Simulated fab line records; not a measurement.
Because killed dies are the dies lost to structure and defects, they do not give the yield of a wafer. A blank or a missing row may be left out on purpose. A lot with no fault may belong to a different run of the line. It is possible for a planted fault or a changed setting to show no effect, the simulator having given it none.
Comparing a struck lot with a sound one    flow n5_finfet    18 steps out of a route of 1938
Sound: these wafers, L925.1, L925.3, L925.4. Struck: wafer L938.5 (left out: L938.1, L938.2 of the same lot, which were not struck); the cause appears at the end.
Order at every step that has rows: each side's tool, ch and its chambers, its first start. Under that, the readings that differ: sound wafers    struck wafers    difference of the means    sigmas: that difference in standard deviations of wafers without a fault.
alike: readings with means less than 2 such deviations apart, plus words and numbers identical on both sides. not compared: withheld readings, readings lacking a value on some wafer, bounds such as >300 that could conceal the same value, and numbers that have no deviation in the record and whose values overlap.
A row with sigmas, a row that says differs or no value, or rows on one side alone: a step with any of these is where the two part. Numbers that don't overlap but have no deviation are shown without sigmas and don't part them. Lack of a reading on every wafer of one side parts them only where that side has two or more wafers.

first, 7 steps without rows for these wafers: N5_BEOL_M9_COAT_60 (time 60 s, resist thk 30 nm); N5_BEOL_M9_COAT_05 (resist thk 90 nm); N5_BEOL_M9_EBR_07; N5_BEOL_M9_SOFTBAKE_06 (time 60 s); N5_BEOL_M9_EXPOSE_08 (exposes mask M9); N5_BEOL_M9_PEB_09 (peb time 60 s); N5_BEOL_M9_DEVELOP_10 (develop time 30 s).
N5_BEOL_M9_CD_MEAS_11: the cd target is 64.1 nm.
  sound on cd_sem-01 ch 0, day 11 00:17; struck on cd_sem-02 ch 0, day 15 06:08
  alike: cd_nm
N5_BEOL_M9_OVL_MEAS_12:
  sound on overlay-02 ch 0, day 11 00:19; struck on overlay-01 ch 0, day 15 06:10
  alike: M9_OVL
N5_BEOL_M9_INSPECT_13: inspects for defects (brightfield).
  sound: defect_inspect-02 at day 11 00:21; struck: defect_inspect-02 at day 15 06:12
  alike: raw_defect_count
N5_BEOL_M9_DESCUM_16: chemistry O2, time 7.9 s.
  sound on rie_diel-06 ch 0,2, day 11 00:23; struck on rie_diel-06 ch 2, day 15 06:17
  alike: drypump_motor_current_A, oes_product_au, rf_vpp_V, showerhead_plenum_p_Torr, temp_c, throttle_valve_pct
  not compared: rf_hours_counter_h
N5_BEOL_M9_ETCH_61: etches SiARC in CF4, target depth 39 nm, time 65 s.
  sound on rie_diel-06 ch 0,2, day 11 00:25; struck on rie_diel-06 ch 2, day 15 06:19
  alike: drypump_motor_current_A, etch_rf_on_time_s, oes_product_au, rf_vpp_V, showerhead_plenum_p_Torr, throttle_valve_pct
  not compared: rf_hours_counter_h
N5_BEOL_M9_ETCH_62: etches SOC in N2/H2, target depth 110 nm, overetch 22 nm, time 165 s.
  sound on rie_diel-06 ch 0,2, day 11 00:28; struck on rie_diel-06 ch 2, day 15 06:22
reading                                     sound           struck  difference  sigmas
model.SiARC_of_BEOL_M9_COAT_60.thk_nm (nm)  23.4 23.6 23.6  23.2    -0.3        
  alike: drypump_motor_current_A, oes_product_au, rf_vpp_V, showerhead_plenum_p_Torr, temp_c, throttle_valve_pct
  not compared: rf_hours_counter_h
then, 1 step without rows for these wafers: N5_BEOL_M9_STRIP_68 (strips in N2/H2).
N5_BEOL_M9_STRIP_67: strips in CF4.
  sound on rie_diel-06 ch 0,2, day 11 00:37; struck on rie_diel-06 ch 2, day 15 06:31
  alike: drypump_motor_current_A, oes_product_au, rf_vpp_V, showerhead_plenum_p_Torr, throttle_valve_pct
  not compared: rf_hours_counter_h
N5_BEOL_M9_HM_OPEN_17: chemistry Cl2/BCl3, target TiN, target depth 20 nm, overetch 6 nm.
  sound on rie_metal-02 ch 0,1, day 11 00:39; struck on rie_metal-01 ch 0, day 15 06:33
reading                      sound              struck  difference  sigmas
drypump_motor_current_A (A)  5.52 5.51 5.98     6.29    +0.62       +3
model.etch.depth_nm (nm)     20.16 20.05 20.16  18.91   -1.21       
  alike: he_backside_leak_sccm, oes_product_au, throttle_valve_pct
  not compared: rf_hours_counter_h
N5_BEOL_M9_STRIP_19: strips in O2.
  sound on rie_diel-04 ch 0,1, day 11 00:52; struck on rie_diel-02 ch 2, day 15 06:52
reading                      sound        struck  difference  sigmas
drypump_motor_current_A (A)  5.2 5.1 5.2  6.0     +0.8        +2
  alike: oes_product_au, rf_vpp_V, showerhead_plenum_p_Torr, temp_c, throttle_valve_pct
  not compared: rf_hours_counter_h
-- here the record skips 3 days between the struck wafers' starts before and after, leaving off in module BEOL_M9 and picking up in module PASSIVATION (first step shown: number 1936 of the route) --
N5_PASSIVATION_PROBE_49:
  only the struck wafers here have rows in the record (prober-01, day 17 21:22); the sound ones have none

WHERE THEY PART
First at N5_BEOL_M9_HM_OPEN_17; last, within this record, at N5_PASSIVATION_PROBE_49.

WHY: what had been put in by the simulator
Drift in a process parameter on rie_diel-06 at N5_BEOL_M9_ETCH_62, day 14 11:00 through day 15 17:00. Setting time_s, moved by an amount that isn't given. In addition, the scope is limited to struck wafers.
